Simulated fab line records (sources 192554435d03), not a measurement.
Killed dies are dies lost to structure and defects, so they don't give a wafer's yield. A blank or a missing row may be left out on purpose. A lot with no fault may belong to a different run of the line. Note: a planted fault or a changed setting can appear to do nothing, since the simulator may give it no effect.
Which tool is to blame? -- flow n5-finfet -- at 1 step of a route of 1938, 11 lots with 33 wafers sampled

## WHAT THE GAUGES SHOWED, per wafer
N5_BEOL_M5_THK_MEAS_53: measures by xrf.
lot,measured,on,M5_THK (nm)
L075,day 9 00:22,film-metro-02,61.2 65.0 62.1
L078,day 10 01:30,film-metro-01,61.1 64.2 63.9
L080,day 10 14:10,film-metro-01,61.9 60.3 63.1
L082,day 10 19:08,film-metro-02,60.8 63.5 59.8
L084,day 11 05:04,film-metro-01,59.9 57.0 61.2
L086,day 12 00:31,film-metro-01,60.6 65.0 64.1
L088,day 12 17:30,film-metro-01,61.2 61.2 58.7
L089,day 12 23:45,film-metro-01,63.4 65.8 60.5
L093,day 13 11:08,film-metro-01,59.5 62.1 61.7
L094,day 13 15:50,film-metro-01,61.2 61.3 60.5
L097,day 14 14:43,film-metro-02,60.6 59.5 58.7

## EACH LOT AND THE TOOL THAT RAN IT (in order: tool; ch and the chambers of the sampled wafers; start)
Before these readings, the record contains no process step.

## THE ANSWER, worked out from the rows above alone
Rule: what is usual is taken from the lots themselves. The widest of any qualifying gaps counts: lots, ordered by their means at a reading, are off when they make up no more than a third of the lots, leave a main group of 4 or more, and stand apart from it by 3 or more times the standard deviation of that group's means. Not used: any main group whose means are identical at the precision the tables above print for the reading. Also off: a lot with no number at a reading for which 4 or more lots have one. The other lots that the step has rows for count as sound.
Nothing can be told from this: no lot is off at any reading shown.

## WHAT THE SIMULATOR HAD PUT IN
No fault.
